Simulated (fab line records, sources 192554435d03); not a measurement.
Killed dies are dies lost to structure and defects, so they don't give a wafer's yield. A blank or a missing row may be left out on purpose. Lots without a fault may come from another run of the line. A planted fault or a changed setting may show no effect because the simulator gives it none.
Which tool did it? | flow n5_finfet | 24 lots, 72 wafers sampled, at 6 steps of a route of 1938

WHAT THE GAUGES READ, wafer by wafer
The record holds no reading of a measuring or inspecting step that can be judged against a usual standard deviation.

WHICH TOOL RAN EACH LOT (tool, then ch and the chambers of the sampled wafers, then the start)
lot  | N5_BEOL_M4_DESCUM_33               | N5_BEOL_M4_PRE_CLEAN_45      | N5_BEOL_M4_ANNEAL_80         | N5_BEOL_M4_SPUTTER_81        | N5_BEOL_M5_STRIP_91                           | N5_BEOL_M5_SPUTTER_90
L074 | rie_diel-01 ch 1,2,3, day 8 10:52  | pvd_sputter-03, day 8 13:43  | pvd_sputter-03, day 8 14:38  | pvd_sputter-03, day 8 14:46  | rie_diel-03 ch 0,1,2, day 9 05:29 or earlier  | pvd_sputter-03, day 9 05:29
L077 | rie_diel-05 ch 0,1, day 8 15:59    | pvd_sputter-02, day 8 19:52  | pvd_sputter-03, day 8 22:32  | pvd_sputter-03, day 8 22:40  | rie_diel-03 ch 0,3, day 9 12:40 or earlier    | pvd_sputter-02, day 9 12:40
L076 | rie_diel-04 ch 2,3, day 8 16:05    | pvd_sputter-01, day 9 00:42  | pvd_sputter-02, day 9 01:40  | pvd_sputter-02, day 9 01:48  | rie_diel-06 ch 0,1,2, day 9 14:39 or earlier  | pvd_sputter-01, day 9 14:39
L075 | rie_diel-04 ch 1,2, day 8 17:47    | pvd_sputter-02, day 9 00:50  | pvd_sputter-01, day 9 03:38  | pvd_sputter-01, day 9 03:46  | rie_diel-02 ch 0,1,3, day 9 18:35 or earlier  | pvd_sputter-02, day 9 18:35
L078 | rie_diel-05 ch 0,1, day 8 20:30    | pvd_sputter-03, day 9 05:47  | pvd_sputter-01, day 9 08:22  | pvd_sputter-01, day 9 08:30  | rie_diel-03 ch 1,2,3, day 9 22:59 or earlier  | pvd_sputter-03, day 9 22:59
L079 | rie_diel-05 ch 0,1,2, day 8 21:01  | pvd_sputter-03, day 9 05:42  | pvd_sputter-01, day 9 06:31  | pvd_sputter-01, day 9 06:40  | rie_diel-06 ch 1,3, day 9 20:41 or earlier    | pvd_sputter-01, day 9 20:41
L080 | rie_diel-04 ch 2,3, day 9 11:25    | pvd_sputter-02, day 9 22:54  | pvd_sputter-01, day 9 23:55  | pvd_sputter-01, day 10 00:04 | rie_diel-02 ch 0,2,3, day 10 22:33 or earlier | pvd_sputter-03, day 10 22:33
L081 | rie_diel-01 ch 0,1,3, day 10 05:25 | pvd_sputter-01, day 10 13:13 | pvd_sputter-03, day 10 14:12 | pvd_sputter-03, day 10 14:22 | rie_diel-06 ch 0,1,3, day 11 05:40 or earlier | pvd_sputter-01, day 11 05:40
L082 | rie_diel-04 ch 2,3, day 10 09:31   | pvd_sputter-03, day 11 11:05 | pvd_sputter-01, day 11 12:05 | pvd_sputter-01, day 11 12:14 | rie_diel-02 ch 2,3, day 12 01:56 or earlier   | pvd_sputter-03, day 12 01:56
L085 | rie_diel-04 ch 0,1,3, day 10 14:55 | pvd_sputter-03, day 11 11:10 | pvd_sputter-03, day 11 12:07 | pvd_sputter-03, day 11 12:16 | rie_diel-02 ch 0,2,3, day 12 03:59 or earlier | pvd_sputter-01, day 12 03:59
L084 | rie_diel-04 ch 0,2,3, day 11 19:47 | pvd_sputter-01, day 12 15:09 | pvd_sputter-02, day 12 16:22 | pvd_sputter-02, day 12 16:30 | rie_diel-03 ch 0,2, day 13 07:44 or earlier   | pvd_sputter-01, day 13 07:44
L089 | rie_diel-01 ch 0,2,3, day 12 12:26 | pvd_sputter-02, day 13 05:05 | pvd_sputter-02, day 13 06:05 | pvd_sputter-02, day 13 06:14 | rie_diel-02 ch 0,2, day 13 20:24 or earlier   | pvd_sputter-01, day 13 20:24
L086 | rie_diel-05 ch 0,2,3, day 12 20:06 | pvd_sputter-02, day 12 22:38 | pvd_sputter-01, day 12 23:28 | pvd_sputter-01, day 12 23:37 | rie_diel-06 ch 1,2,3, day 13 13:49 or earlier | pvd_sputter-02, day 13 13:49
L083 | rie_diel-05 ch 0,2,3, day 12 20:29 | pvd_sputter-01, day 13 08:28 | pvd_sputter-01, day 13 09:26 | pvd_sputter-01, day 13 09:35 | rie_diel-03 ch 0,3, day 14 01:07 or earlier   | pvd_sputter-03, day 14 01:07
L087 | rie_diel-05 ch 1,2, day 12 21:23   | pvd_sputter-01, day 13 11:50 | pvd_sputter-03, day 13 14:23 | pvd_sputter-03, day 13 14:31 | rie_diel-06 ch 1,2,3, day 14 06:14 or earlier | pvd_sputter-02, day 14 06:14
L088 | rie_diel-04 ch 0,1,3, day 12 22:19 | pvd_sputter-02, day 13 16:44 | pvd_sputter-02, day 13 17:57 | pvd_sputter-02, day 13 18:05 | rie_diel-02 ch 0,1,2, day 14 09:31 or earlier | pvd_sputter-03, day 14 09:31
L090 | rie_diel-04 ch 0,3, day 13 00:31   | pvd_sputter-02, day 14 01:25 | pvd_sputter-01, day 14 02:27 | pvd_sputter-01, day 14 02:35 | rie_diel-03 ch 0,1, day 14 16:34 or earlier   | pvd_sputter-03, day 14 16:34
L093 | rie_diel-04 ch 1,2,3, day 13 12:47 | pvd_sputter-01, day 14 14:16 | pvd_sputter-01, day 14 15:24 | pvd_sputter-01, day 14 15:32 | rie_diel-06 ch 0,1,2, day 15 04:46 or earlier | pvd_sputter-02, day 15 04:46
L092 | rie_diel-01 ch 0,1,3, day 13 17:29 | pvd_sputter-01, day 14 14:20 | pvd_sputter-01, day 14 17:14 | pvd_sputter-01, day 14 17:23 | rie_diel-03 ch 0,1,3, day 15 07:55 or earlier | pvd_sputter-01, day 15 07:55
L094 | rie_diel-01 ch 0,1,2, day 13 17:49 | pvd_sputter-02, day 14 19:04 | pvd_sputter-02, day 14 19:55 | pvd_sputter-02, day 14 20:03 | rie_diel-03 ch 0,2,3, day 15 11:29 or earlier | pvd_sputter-03, day 15 11:29
L091 | rie_diel-01 ch 1,2,3, day 13 22:09 | pvd_sputter-01, day 14 19:04 | pvd_sputter-03, day 14 20:07 | pvd_sputter-03, day 14 20:15 | rie_diel-02 ch 0,3, day 15 10:50 or earlier   | pvd_sputter-02, day 15 10:50
L095 | rie_diel-05 ch 1,2, day 14 13:25   | pvd_sputter-02, day 15 11:43 | pvd_sputter-02, day 15 12:35 | pvd_sputter-02, day 15 12:43 | rie_diel-02 ch 0,1,3, day 16 02:11 or earlier | pvd_sputter-01, day 16 02:11
L097 | rie_diel-01 ch 0,2, day 14 15:07   | pvd_sputter-02, day 15 11:48 | pvd_sputter-01, day 15 12:47 | pvd_sputter-01, day 15 12:56 | rie_diel-03 ch 2,3, day 16 01:37 or earlier   | pvd_sputter-03, day 16 01:37
L096 | rie_diel-01 ch 0,1, day 14 16:18   | pvd_sputter-02, day 15 18:35 | pvd_sputter-01, day 15 19:39 | pvd_sputter-01, day 15 19:47 | rie_diel-06 ch 2,3, day 16 12:13 or earlier   | pvd_sputter-03, day 16 12:13
- N5_BEOL_M4_DESCUM_33: chemistry O2, time 7 s.
- N5_BEOL_M4_PRE_CLEAN_45: time 30 s.
- N5_BEOL_M4_ANNEAL_80: time 240 s.
- N5_BEOL_M4_SPUTTER_81: material Cu, target thk 4.5 nm, time 8.29 s.
- N5_BEOL_M5_STRIP_91: strips in N2/H2, time 10 s.
- N5_BEOL_M5_SPUTTER_90: material Cu, target thk 4.5 nm, time 8.29 s.

WHAT THE TOOLS THEMSELVES READ (means of the sampled wafers that have a number; where no wafer has one, the mark that the record gives instead)
N5_BEOL_M4_DESCUM_33. Usual: drypump_motor_current_A 5.8 A, standard deviation 0.47; oes_product_au 0.79 a.u., standard deviation 0.081; rf_vpp_V 243.2 V, standard deviation 1.1; showerhead_plenum_p_Torr 2.10 Torr, standard deviation 0.051; throttle_valve_pct 20.50 %, standard deviation 0.24.
lot  | tool        | drypump_motor_current_A (A) | oes_product_au (a.u.) | rf_vpp_V (V) | showerhead_plenum_p_Torr (Torr) | throttle_valve_pct (%) | flag
L074 | rie_diel-01 | 5.3                         | 0.74                  | 243.3        | 2.12                            | 20.60                  |
L077 | rie_diel-05 | 6.0                         | 0.80                  | 244.0        | 2.17                            | 20.45                  |
L076 | rie_diel-04 | 5.5                         | 0.85                  | 243.2        | 2.11                            | 20.39                  |
L075 | rie_diel-04 | 6.0                         | 0.69                  | 242.6        | 2.06                            | 20.63                  |
L078 | rie_diel-05 | 6.0                         | 0.80                  | 245.2        | 2.17                            | 20.44                  |
L079 | rie_diel-05 | 6.1                         | 0.78                  | 244.9        | 2.16                            | 20.52                  |
L080 | rie_diel-04 | 5.5                         | 0.84                  | 243.2        | 2.11                            | 20.40                  |
L081 | rie_diel-01 | 5.8                         | 0.78                  | 243.4        | 2.07                            | 20.60                  |
L082 | rie_diel-04 | 5.5                         | 0.83                  | 243.0        | 2.11                            | 20.42                  |
L085 | rie_diel-04 | 6.0                         | 0.92                  | 244.0        | 2.10                            | 20.22                  |
L084 | rie_diel-04 | 5.7                         | 0.82                  | 243.6        | 2.11                            | 20.41                  |
L089 | rie_diel-01 | 5.6                         | 0.83                  | 243.6        | 2.08                            | 20.40                  |
L086 | rie_diel-05 | 5.9                         | 0.76                  | 243.9        | 2.12                            | 20.69                  |
L083 | rie_diel-05 | 5.9                         | 0.75                  | 242.8        | 2.12                            | 20.68                  |
L087 | rie_diel-05 | 6.4                         | 0.73                  | 243.2        | 2.11                            | 20.49                  |
L088 | rie_diel-04 | 6.0                         | 0.88                  | 242.9        | 2.10                            | 20.24                  |
L090 | rie_diel-04 | 5.7                         | 0.86                  | 244.2        | 2.12                            | 20.28                  |
L093 | rie_diel-04 | 5.8                         | 0.80                  | 242.7        | 2.07                            | 20.41                  |
L092 | rie_diel-01 | 5.8                         | 0.75                  | 243.5        | 2.06                            | 20.65                  |
L094 | rie_diel-01 | 5.7                         | 0.81                  | 243.6        | 2.08                            | 20.40                  |
L091 | rie_diel-01 | 5.3                         | 0.78                  | 242.8        | 2.10                            | 20.55                  |
L095 | rie_diel-05 | 6.3                         | 0.71                  | 243.3        | 2.13                            | 20.68                  |
L097 | rie_diel-01 | 6.0                         | 0.83                  | 241.9        | 2.06                            | 20.31                  |
L096 | rie_diel-01 | 6.2                         | 0.78                  | 241.9        | 2.04                            | 20.52                  |

N5_BEOL_M4_PRE_CLEAN_45. Usual: heater_power_w 360 W, standard deviation 37.
lot  | tool           | heater_power_w (W) | flag
L074 | pvd_sputter-03 | 358                |
L077 | pvd_sputter-02 | 369                |
L076 | pvd_sputter-01 | 326                |
L075 | pvd_sputter-02 | 386                |
L078 | pvd_sputter-03 | 314                |
L079 | pvd_sputter-03 | 380                |
L080 | pvd_sputter-02 | 363                |
L081 | pvd_sputter-01 | 310                |
L082 | pvd_sputter-03 | 348                |
L085 | pvd_sputter-03 | 319                |
L084 | pvd_sputter-01 | 352                |
L089 | pvd_sputter-02 | 385                |
L086 | pvd_sputter-02 | 384                |
L083 | pvd_sputter-01 | 315                |
L087 | pvd_sputter-01 | 354                |
L088 | pvd_sputter-02 | 385                |
L090 | pvd_sputter-02 | 380                |
L093 | pvd_sputter-01 | 344                |
L092 | pvd_sputter-01 | 312                |
L094 | pvd_sputter-02 | 369                |
L091 | pvd_sputter-01 | 347                |
L095 | pvd_sputter-02 | 376                |
L097 | pvd_sputter-02 | 378                |
L096 | pvd_sputter-02 | 370                |

N5_BEOL_M4_ANNEAL_80. Usual: heater_power_w 879 W, standard deviation 97.
lot  | tool           | heater_power_w (W) | flag
L074 | pvd_sputter-03 | 811                |
L077 | pvd_sputter-03 | 804                |
L076 | pvd_sputter-02 | 975                |
L075 | pvd_sputter-01 | 929                |
L078 | pvd_sputter-01 | 808                |
L079 | pvd_sputter-01 | 880                |
L080 | pvd_sputter-01 | 823                |
L081 | pvd_sputter-03 | 894                |
L082 | pvd_sputter-01 | 952                |
L085 | pvd_sputter-03 | 886                |
L084 | pvd_sputter-02 | 931                |
L089 | pvd_sputter-02 | 949                |
L086 | pvd_sputter-01 | 852                |
L083 | pvd_sputter-01 | 783                |
L087 | pvd_sputter-03 | 803                |
L088 | pvd_sputter-02 | 961                |
L090 | pvd_sputter-01 | 802                |
L093 | pvd_sputter-01 | 790                |
L092 | pvd_sputter-01 | 767                |
L094 | pvd_sputter-02 | 968                |
L091 | pvd_sputter-03 | 884                |
L095 | pvd_sputter-02 | 951                |
L097 | pvd_sputter-01 | 842                |
L096 | pvd_sputter-01 | 879                |

N5_BEOL_M4_SPUTTER_81. Usual: chamber_pressure_pa 0.06999 Pa, standard deviation 0.00013; chuck_gas_flow_sccm 1.25 sccm, standard deviation 0.052; throttle_valve_pct 29.8 %, standard deviation 1.1.
lot  | tool           | chamber_pressure_pa (Pa) | chuck_gas_flow_sccm (sccm) | throttle_valve_pct (%) | flag
L074 | pvd_sputter-03 | 0.07002                  | 1.30                       | 30.0                   |
L077 | pvd_sputter-03 | 0.06999                  | 1.25                       | 31.3                   |
L076 | pvd_sputter-02 | 0.06991                  | 1.32                       | 30.0                   |
L075 | pvd_sputter-01 | 0.06997                  | 1.29                       | 29.8                   |
L078 | pvd_sputter-01 | 0.07003                  | 1.26                       | 29.4                   |
L079 | pvd_sputter-01 | 0.07009                  | 1.30                       | 29.9                   |
L080 | pvd_sputter-01 | 0.07009                  | 1.26                       | 30.0                   |
L081 | pvd_sputter-03 | 0.06999                  | 1.28                       | 31.8                   |
L082 | pvd_sputter-01 | 0.07000                  | 1.27                       | 29.9                   |
L085 | pvd_sputter-03 | 0.07004                  | 1.26                       | 30.8                   |
L084 | pvd_sputter-02 | 0.07010                  | 1.24                       | 30.5                   |
L089 | pvd_sputter-02 | 0.06994                  | 1.25                       | 30.7                   |
L086 | pvd_sputter-01 | 0.07009                  | 1.24                       | 28.9                   |
L083 | pvd_sputter-01 | 0.07004                  | 1.24                       | 28.6                   |
L087 | pvd_sputter-03 | 0.06997                  | 1.21                       | 31.3                   |
L088 | pvd_sputter-02 | 0.06993                  | 1.24                       | 30.1                   |
L090 | pvd_sputter-01 | 0.07014                  | 1.26                       | 29.3                   |
L093 | pvd_sputter-01 | 0.07000                  | 1.25                       | 28.5                   |
L092 | pvd_sputter-01 | 0.07002                  | 1.27                       | 28.7                   |
L094 | pvd_sputter-02 | 0.06999                  | 1.24                       | 29.9                   |
L091 | pvd_sputter-03 | 0.06987                  | 1.26                       | 30.9                   |
L095 | pvd_sputter-02 | 0.07005                  | 1.26                       | 30.7                   |
L097 | pvd_sputter-01 | 0.06998                  | 1.26                       | 29.7                   |
L096 | pvd_sputter-01 | 0.06996                  | 1.26                       | 29.9                   |

N5_BEOL_M5_STRIP_91. Usual: drypump_motor_current_A 5.6 A, standard deviation 0.46; n2_flow_sccm 200.0 sccm, standard deviation 0.64; oes_product_au 0.81 a.u., standard deviation 0.091; rf_vpp_V 59.2 V, standard deviation 0.83; showerhead_plenum_p_Torr 2.54 Torr, standard deviation 0.094; throttle_valve_pct 23.63 %, standard deviation 0.23.
lot  | tool        | drypump_motor_current_A (A) | n2_flow_sccm (sccm) | oes_product_au (a.u.) | rf_vpp_V (V) | showerhead_plenum_p_Torr (Torr) | throttle_valve_pct (%) | flag
L074 | rie_diel-03 | 5.4                         | 200.5               | 0.76                  | 58.9         | 2.49                            | 23.67                  |
L077 | rie_diel-03 | 5.0                         | 200.0               | 0.87                  | 59.3         | 2.56                            | 23.33                  |
L076 | rie_diel-06 | 5.8                         | 199.6               | 0.79                  | 59.6         | 2.51                            | 23.61                  |
L075 | rie_diel-02 | 5.9                         | 199.8               | 0.86                  | 58.6         | 2.51                            | 23.67                  |
L078 | rie_diel-03 | 5.6                         | 199.5               | 0.78                  | 59.0         | 2.57                            | 23.71                  |
L079 | rie_diel-06 | 5.5                         | 200.4               | 0.70                  | 59.5         | 2.55                            | 23.93                  |
L080 | rie_diel-02 | 5.8                         | 200.7               | 0.80                  | 58.6         | 2.52                            | 23.64                  |
L081 | rie_diel-06 | 5.4                         | 199.8               | 0.76                  | 59.2         | 2.54                            | 23.79                  |
L082 | rie_diel-02 | 5.9                         | 200.3               | 0.74                  | 58.9         | 2.51                            | 23.81                  |
L085 | rie_diel-02 | 5.8                         | 199.8               | 0.78                  | 59.5         | 2.51                            | 23.66                  |
L084 | rie_diel-03 | 4.9                         | 199.8               | 0.84                  | 59.5         | 2.54                            | 23.43                  |
L089 | rie_diel-02 | 5.8                         | 199.8               | 0.80                  | 58.4         | 2.52                            | 23.53                  |
L086 | rie_diel-06 | 5.9                         | 200.1               | 0.69                  | 58.6         | 2.51                            | 23.78                  |
L083 | rie_diel-03 | 5.0                         | 200.0               | 0.81                  | 59.4         | 2.54                            | 23.38                  |
L087 | rie_diel-06 | 5.8                         | 199.6               | 0.69                  | 58.6         | 2.51                            | 23.79                  |
L088 | rie_diel-02 | 6.0                         | 199.8               | 0.81                  | 58.5         | 2.55                            | 23.58                  |
L090 | rie_diel-03 | 5.6                         | 199.0               | 0.91                  | 58.7         | 2.55                            | 23.58                  |
L093 | rie_diel-06 | 5.8                         | 199.4               | 0.75                  | 59.8         | 2.50                            | 23.65                  |
L092 | rie_diel-03 | 5.4                         | 199.8               | 0.87                  | 58.6         | 2.58                            | 23.51                  |
L094 | rie_diel-03 | 5.2                         | 200.2               | 0.84                  | 59.2         | 2.62                            | 23.47                  |
L091 | rie_diel-02 | 5.7                         | 199.8               | 0.81                  | 59.2         | 2.45                            | 23.67                  |
L095 | rie_diel-02 | 5.9                         | 199.4               | 0.80                  | 58.7         | 2.49                            | 23.72                  |
L097 | rie_diel-03 | 5.4                         | 200.1               | 0.86                  | 60.1         | 2.69                            | 23.56                  |
L096 | rie_diel-06 | 5.8                         | 200.2               | 0.68                  | 59.3         | 2.48                            | 23.74                  |

N5_BEOL_M5_SPUTTER_90. Usual: chamber_pressure_pa 0.07001 Pa, standard deviation 0.00013; chuck_gas_flow_sccm 1.26 sccm, standard deviation 0.055; throttle_valve_pct 29.9 %, standard deviation 1.2.
lot  | tool           | chamber_pressure_pa (Pa) | chuck_gas_flow_sccm (sccm) | throttle_valve_pct (%) | flag
L074 | pvd_sputter-03 | 0.07006                  | 1.22                       | 30.5                   |
L077 | pvd_sputter-02 | 0.06988                  | 1.32                       | 30.5                   |
L076 | pvd_sputter-01 | 0.06992                  | 1.23                       | 29.7                   |
L075 | pvd_sputter-02 | 0.06987                  | 1.25                       | 30.1                   |
L078 | pvd_sputter-03 | 0.06997                  | 1.24                       | 30.7                   |
L079 | pvd_sputter-01 | 0.07001                  | 1.30                       | 29.0                   |
L080 | pvd_sputter-03 | 0.07008                  | 1.22                       | 30.5                   |
L081 | pvd_sputter-01 | 0.06994                  | 1.31                       | 29.1                   |
L082 | pvd_sputter-03 | 0.07004                  | 1.26                       | 30.1                   |
L085 | pvd_sputter-01 | 0.07008                  | 1.28                       | 29.3                   |
L084 | pvd_sputter-01 | 0.07014                  | 1.26                       | 30.3                   |
L089 | pvd_sputter-01 | 0.06985                  | 1.30                       | 29.8                   |
L086 | pvd_sputter-02 | 0.07007                  | 1.28                       | 30.0                   |
L083 | pvd_sputter-03 | 0.07007                  | 1.22                       | 30.2                   |
L087 | pvd_sputter-02 | 0.06996                  | 1.24                       | 29.9                   |
L088 | pvd_sputter-03 | 0.07010                  | 1.27                       | 29.7                   |
L090 | pvd_sputter-03 | 0.07013                  | 1.22                       | 29.8                   |
L093 | pvd_sputter-02 | 0.07001                  | 1.31                       | 29.6                   |
L092 | pvd_sputter-01 | 0.06975                  | 1.32                       | 28.8                   |
L094 | pvd_sputter-03 | 0.07010                  | 1.27                       | 30.9                   |
L091 | pvd_sputter-02 | 0.06996                  | 1.24                       | 30.6                   |
L095 | pvd_sputter-01 | 0.06998                  | 1.19                       | 29.1                   |
L097 | pvd_sputter-03 | 0.07005                  | 1.22                       | 29.9                   |
L096 | pvd_sputter-03 | 0.06999                  | 1.21                       | 29.8                   |

THE ANSWER, worked out from the rows above alone
Rule: a lot is off if the mean of its wafers that have a number lies more than 3 standard deviations from the usual mean. A lot without any number at a reading at which 4 lots or more have one is off too. The other lots that the step has rows for count as sound. The gauges are gone through in route order, then the tools' own readings, and for those a lot's mean is taken as printed above. The first step at which some lot is off is used, and at that step the reading that is off furthest; a lot without a number counts as furthest.
No lot is off at any reading shown: from this, nothing can be told.

WHAT THE SIMULATOR HAD PUT IN
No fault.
